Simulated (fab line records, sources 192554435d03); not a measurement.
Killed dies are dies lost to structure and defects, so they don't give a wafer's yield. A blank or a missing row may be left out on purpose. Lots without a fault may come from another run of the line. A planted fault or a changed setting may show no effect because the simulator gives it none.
Chamber matching | flow n5_finfet | N5_GATE_CUT_PECVD_57 on pecvd-03: 3 sister chambers
The step deposits SiNx from SiH4/NH3/N2, target thk 21 nm. 6 wafers are shown with their chamber, then 7 later ones without.

WAFERS WITH THEIR CHAMBER
wafer  | chamber | throttle_valve_pct (%) | heater_power_w (W)
L082.6 | 1       | 40.3                   | 819
L087.4 | 1       | 40.5                   | 814
L087.5 | 2       | 41.4                   | 673
L087.6 | 0       | 40.4                   | 731
L088.2 | 0       | 40.3                   | 727
L088.3 | 2       | 41.2                   | 617

WAFERS WITHOUT THEIR CHAMBER
wafer  | throttle_valve_pct (%) | heater_power_w (W)
L088.4 | 41.2                   | 606
L092.1 | 40.2                   | 814
L092.3 | 41.1                   | 643
L092.5 | 40.3                   | 636
L096.2 | 40.0                   | 760
L096.3 | 40.2                   | 766
L096.6 | 40.4                   | 760

WHICH CHAMBER EACH WENT THROUGH
wafer  | from the rows above     | in truth
L088.4 | 2                       | 2
L092.1 | 1                       | 1
L092.3 | 2                       | 2
L092.5 | 0                       | 0
L096.2 | can't be placed: 0 or 1 | 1
L096.3 | can't be placed: 0 or 1 | 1
L096.6 | can't be placed: 0 or 1 | 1
Placed correctly: 4 of 7. Can't be placed from these rows: 3 (the true chamber is among the candidates in 3). Placed wrongly: 0.
How it was worked out, from the rows above alone: a wafer's distance from a chamber is the root of the sum, over the readings, of the square of ((its reading less the chamber's mean) divided by the reading's scatter). The wafer belongs to the nearest chamber; if the next one is less than 2 further off, it can't be placed. A chamber's mean is the mean of its shown wafers. The scatter: the root of (the sum of the squares of (reading less its chamber's mean) over the shown wafers, divided by (wafers less chambers)).
